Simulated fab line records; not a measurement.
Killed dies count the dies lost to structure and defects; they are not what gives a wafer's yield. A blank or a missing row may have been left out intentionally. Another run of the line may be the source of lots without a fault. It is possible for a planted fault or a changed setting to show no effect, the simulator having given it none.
Comparing a struck lot with a sound one + flow nand harc + 17 out of 1302 route steps
Sound: wafers L368.1, L368.2, L368.4. Wafers L367.2, L367.3, L367.6 were the ones struck. Last of all comes the cause.
At each step with rows: each side's tool, then ch and its chambers, then its first start. Under that, the readings that differ: sound wafers + struck wafers + difference of the means + sigmas: that difference in standard deviations of wafers without a fault.
alike: same words and numbers on both sides, and readings whose means sit less than 2 such deviations apart. not compared: any withheld reading, any reading some wafer has no value for, any bound like >300 that may hide the same value, and any number with overlapping values for which the record gives no deviation.
The two part at a step that has a row with sigmas, a row that says differs or no value, or rows on one side only. When numbers do not overlap yet have no deviation, they are printed without sigmas and do not part them. A reading missing from all wafers of one side parts the sides only when that side holds two or more wafers.

first, 2 steps without rows for these wafers: NHARC_P_STI_SRD_39; NHARC_P_STI_OXIDE_40 (material SiO2, target thk 10 nm, ox time 1362 s).
NHARC_P_STI_INSPECT_25:
  struck on defect inspect-01, day 7 06:02; sound on defect inspect-02, day 7 13:23
  alike: raw defect count
then, 9 steps without rows for these wafers: NHARC_P_GATE_ETCH_69 (etches SiO2 in dHF, target depth 14 nm); NHARC_P_GATE_PRECLEAN_70 (cleans in SC1); NHARC_P_GATE_SRD_01; NHARC_P_GATE_OXIDE_02 (material SiO2, target thk 37.5 nm, ox time 365 s); NHARC_P_GATE_DEHYDRATE_03 (time 120 s); NHARC_P_GATE_HMDS_04 (time 30 s); NHARC_P_GATE_COAT_05; NHARC_P_GATE_SOFTBAKE_06 (time 95 s); NHARC_P_GATE_EBR_07.
NHARC_P_GATE_EXPOSE_08: exposes mask P HV.
  sound on krf scanner-04 ch 0, day 7 21:38; struck on krf scanner-02 ch 0, day 7 14:37
| reading | sound                | struck                     | difference | sigmas |
|---------|----------------------|----------------------------|------------|--------|
| mask    | P_HV#0 P_HV#0 P_HV#0 | P_HVPW#0 P_HVPW#0 P_HVPW#0 | differs    |        |
  alike: stage vel mm s
then, 2 steps without rows for these wafers: NHARC_P_GATE_PEB_09 (peb time 85 s); NHARC_P_GATE_DEVELOP_10 (time 70 s).
NHARC_P_GATE_CD_MEAS_11: the cd target is 1640 nm.
  sound on cd sem-02 ch 0, day 7 21:47; struck on cd sem-03 ch 0, day 7 14:46
| reading    | sound                | struck | difference                    | sigmas |
|------------|----------------------|--------|-------------------------------|--------|
| cd nm (nm) | 1637.7 1637.7 1642.3 | - - -  | no value on the struck wafers |        |
then, 1 step without rows for these wafers: NHARC_P_GATE_HARDBAKE_12 (time 80 s).

WHERE THEY PART
Last at NHARC_P_GATE_CD_MEAS_11 as far as this record goes, first at NHARC_P_GATE_EXPOSE_08.

WHY: what the simulator had put in
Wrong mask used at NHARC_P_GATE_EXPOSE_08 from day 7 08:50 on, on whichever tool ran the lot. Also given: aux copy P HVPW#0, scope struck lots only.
